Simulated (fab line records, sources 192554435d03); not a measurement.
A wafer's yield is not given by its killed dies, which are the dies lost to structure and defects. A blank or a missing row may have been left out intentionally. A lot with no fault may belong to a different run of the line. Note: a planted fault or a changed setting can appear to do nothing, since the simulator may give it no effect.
One fault seen from 2 desks -- flow n5-finfet -- each desk holds nothing but its own numbers, with what lay behind them at the end

## FROM THE METROLOGY DESK
What the gauges read for every lot (on any tool): the sampled wafers with a number, averaged. Marked OUT: a lot whose mean sits more than 4 standard deviations from the usual mean, which makes it out of limits; the brackets give that distance. Only the readings that lie furthest out on some lot appear, 7 of the 10 it has.
Columns: A = DIBL_N at N5_BEOL_M4_RC_MEAS_101, usual 36.0 mV/V; B = DIBL_P at N5_BEOL_M4_RC_MEAS_101, usual 36.2 mV/V; C = IOFF_P at N5_BEOL_M4_RC_MEAS_101, usual 0.21 nA/um; D = ION_N at N5_BEOL_M4_RC_MEAS_101, usual 675 uA/um; E = SS_P at N5_BEOL_M4_RC_MEAS_101, usual 73.3 mV/dec; F = VT_N at N5_BEOL_M4_RC_MEAS_101, usual 250 mV; G = VT_P at N5_BEOL_M4_RC_MEAS_101, usual -251 mV
lot,first seen here,A,B,C,D,E,F,G
L559,day 8 10:36,37.3,37.9,0.24,686,73.8,246,-249
L564,day 10 01:47,34.6,35.7,0.17,672,73.0,250,-255
L569,day 11 02:45,40.3,39.7,0.24,695,74.4,248,-249
L570,day 11 05:12,37.1,38.8,0.27,685,73.9,246,-247
L571,day 11 09:48,37.5,38.9,0.27,682,73.9,247,-246
L573,day 12 04:16,36.5,36.4,0.25,683,73.5,249,-246
L572,day 12 04:51,35.6,36.4,0.22,669,73.4,252,-250
L580,day 13 23:46,37.0,37.0,0.24,685,73.1,247,-248
L579,day 14 02:49,36.5,35.7,0.19,676,73.1,249,-253
This desk's finding: nothing out of limits on any of the 9 lots.

## FOR THE TOOL OWNER'S DESK: rie-diel-01
The tool's own readings at N5_FIN_SAQP_ETCH_34 (etches SiO2 in C4F6/O2, target depth 45 nm, time 15 s): means of the sampled wafers that have a number, for each lot that ran on this tool. Marked OUT: a lot whose mean sits more than 4 standard deviations from the usual mean, which makes it out of limits; the brackets give that distance.
Columns: A = drypump-motor-current-A at N5_FIN_SAQP_ETCH_34, usual 5.7 A; B = etch-rf-on-time-s at N5_FIN_SAQP_ETCH_34, usual 14.99 s; C = mfc-ar-sccm at N5_FIN_SAQP_ETCH_34, usual 299.9 sccm; D = oes-product-au at N5_FIN_SAQP_ETCH_34, usual 0.70 a.u.; E = rf-vpp-V at N5_FIN_SAQP_ETCH_34, usual 667 V; F = showerhead-plenum-p-Torr at N5_FIN_SAQP_ETCH_34, usual 2.82 Torr; G = throttle-valve-pct at N5_FIN_SAQP_ETCH_34, usual 21.03 %
lot,first seen here,A,B,C,D,E,F,G
L559,day 2 08:14,5.8,14.99,299.3,0.68,675,2.76,21.04
L569,day 4 20:23,5.8,15.07,299.7,0.66,675,2.75,21.08
L570,day 5 03:17,6.0,10.59 (-23) OUT,299.8,0.88,668,2.82,21.14
L571,day 5 08:50,6.0,10.69 (-23) OUT,299.9,0.84,681,2.81,21.12
L573,day 5 23:02,5.8,10.69 (-23) OUT,300.0,0.83,679,2.84,21.14
Finding of this desk: L570, L571, L573 out of limits; the first was L570 at day 5 03:17, on etch-rf-on-time-s at N5_FIN_SAQP_ETCH_34. Within limits: L559, L569.

## ALL TOGETHER
The tool owner's desk had the chance to raise an alarm at day 5 03:17 on L570, L571, L573.
From the metrology desk's view, nothing was out of limits.
The metrology desk holds a record of L570, L571, L573, inside its limits.
N5_FIN_SAQP_ETCH_34 was run on rie-diel-01 by each of the lots named.

## WHAT THE SIMULATOR HAD PUT IN
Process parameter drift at N5_FIN_SAQP_ETCH_34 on rie-diel-01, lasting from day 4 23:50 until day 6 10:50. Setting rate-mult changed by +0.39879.
Lots struck among those shown: L570, L571, L573.
Hours from the fault's start to each desk's first reading out of limits: the tool owner's desk, 3.
